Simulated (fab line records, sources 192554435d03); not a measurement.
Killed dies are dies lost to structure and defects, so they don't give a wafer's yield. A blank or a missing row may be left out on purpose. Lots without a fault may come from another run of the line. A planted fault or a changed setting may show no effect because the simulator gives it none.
Split-lot experiment | flow n5_finfet | 7 lots, 39 wafers read, on a route of 1938 steps

THE SPLIT
At N5_DUMMY_GATE_ETCH_37 (etches SOC in N2/H2, target depth 60 nm, overetch 30 nm), the setting source_w was moved away from the recipe's 840 W on 15 of the 39 wafers read, by -10.6% to +18.3%. The other wafers ran this setting at the recipe's value.

The reading is taken at the split's own step.

THE READING
rf_vpp_V, in V, at N5_DUMMY_GATE_ETCH_37 (etches SOC in N2/H2, target depth 60 nm, overetch 30 nm). Fault-free wafers of this fab line usually give 524.0 V, standard deviation 2.8 V.

wafer  | tool, chamber at the split | source_w as run, W | against the recipe | rf_vpp_V, V | against lot-mates on the recipe
L076.1 | rie_diel-01, 2             | 840                | recipe             | 524.5       | -
L076.2 | rie_diel-01, 1             | 840                | recipe             | 525.8       | -
L076.3 | rie_diel-01, 0             | 840                | recipe             | 528.4       | -
L076.4 | rie_diel-01, 3             | 840                | recipe             | 522.1       | -
L076.5 | rie_diel-01, 1             | 840                | recipe             | 525.6       | -
L076.6 | rie_diel-01, 0             | 840                | recipe             | 527.5       | -
L079.1 | rie_diel-05, 1             | 993.6              | +18.3%             | 493.7       | -29.3
L079.2 | rie_diel-05, 3             | 840                | recipe             | 519.0       | -
L079.3 | rie_diel-05, 0             | 840                | recipe             | 520.9       | -
L079.4 | rie_diel-05, 2             | 993.6              | +18.3%             | 498.4       | -24.6
L079.5 | rie_diel-05, 2             | 840                | recipe             | 529.2       | -
L079.6 | rie_diel-05, 1             | 993.6              | +18.3%             | 492.4       | -30.6
L080.1 | rie_diel-05, 1             | 840                | recipe             | 520.5       | -
L080.2 | rie_diel-05, 3             | 840                | recipe             | 520.3       | -
L080.3 | rie_diel-05, 0             | 761.1              | -9.4%              | 537.3       | +14.2
L080.4 | rie_diel-05, 2             | 840                | recipe             | 528.5       | -
L080.5 | rie_diel-05, 3             | 761.1              | -9.4%              | 536.3       | +13.2
L080.6 | rie_diel-05, 2             | 761.1              | -9.4%              | 543.4       | +20.3
L087.2 | rie_diel-05, 2             | 840                | recipe             | 526.8       | -
L087.3 | rie_diel-05, 1             | 840                | recipe             | 523.2       | -
L087.4 | rie_diel-05, 3             | 840                | recipe             | 528.2       | -
L089.1 | rie_diel-06, 3             | 840                | recipe             | 522.9       | -
L089.2 | rie_diel-06, 1             | 751                | -10.6%             | 543.0       | +18.5
L089.3 | rie_diel-06, 0             | 840                | recipe             | 527.7       | -
L089.4 | rie_diel-06, 0             | 751                | -10.6%             | 549.0       | +24.5
L089.5 | rie_diel-06, 3             | 840                | recipe             | 522.8       | -
L089.6 | rie_diel-06, 1             | 751                | -10.6%             | 542.9       | +18.4
L095.1 | rie_diel-05, 0             | 792.9              | -5.6%              | 529.0       | +7.8
L095.2 | rie_diel-05, 1             | 840                | recipe             | 521.6       | -
L095.3 | rie_diel-05, 3             | 792.9              | -5.6%              | 538.1       | +16.9
L095.4 | rie_diel-05, 1             | 840                | recipe             | 521.0       | -
L095.5 | rie_diel-05, 3             | 792.9              | -5.6%              | 537.5       | +16.3
L095.6 | rie_diel-05, 0             | 840                | recipe             | 521.1       | -
L096.1 | rie_diel-01, 1             | 840                | recipe             | 526.6       | -
L096.2 | rie_diel-01, 0             | 840                | recipe             | 526.7       | -
L096.3 | rie_diel-01, 2             | 957.4              | +14.0%             | 502.0       | -23.6
L096.4 | rie_diel-01, 3             | 957.4              | +14.0%             | 500.2       | -25.4
L096.5 | rie_diel-01, 3             | 957.4              | +14.0%             | 502.3       | -23.3
L096.6 | rie_diel-01, 2             | 840                | recipe             | 523.4       | -

THE FIT
A straight line over all 39 wafers: rf_vpp_V changes by -1.68 V for each +1% of source_w; r = -0.97; the points scatter about the line by 3.2 V.
The same after taking each lot's own level away (the mean of its wafers on the recipe; 39 wafers): -1.71 V for each +1%; r = -0.97; scatter 3.2 V.
On that fit, the largest move of source_w shifts the reading by 31 V.
The lots' own levels span 521.23 to 526.07 V, that is 1.7 times the standard deviation above.
So the lot-to-lot level changes the slope little: the two slopes agree.
Check: with one of the wafers moved furthest among these (+18.3%) left out of the fit, the line predicts -30.7 V for it against its lot-mates. It came out at -29.3 V against them.
Tool readings at the split's step, against how far the setting was moved: rf_vpp_V r = -0.97.

OTHER SPLITS ON THESE WAFERS
These wafers also went through other splits before the reading. Each is held against what the fit with the lots' levels taken away leaves over:
other split on the same wafers    | wafers away from the commonest value | r with rf_vpp_V (lot level and that fit taken away)
N5_WELL_APT_IMPLANT_32 energy_kev | 12                                   | +0.19
N5_FIN_CUT_ETCH_21 time_s         | 12                                   | -0.21

THE FILE'S OWN FIT
rf_vpp_V changes by -1.7 V for each +1% of source_w, r = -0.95.
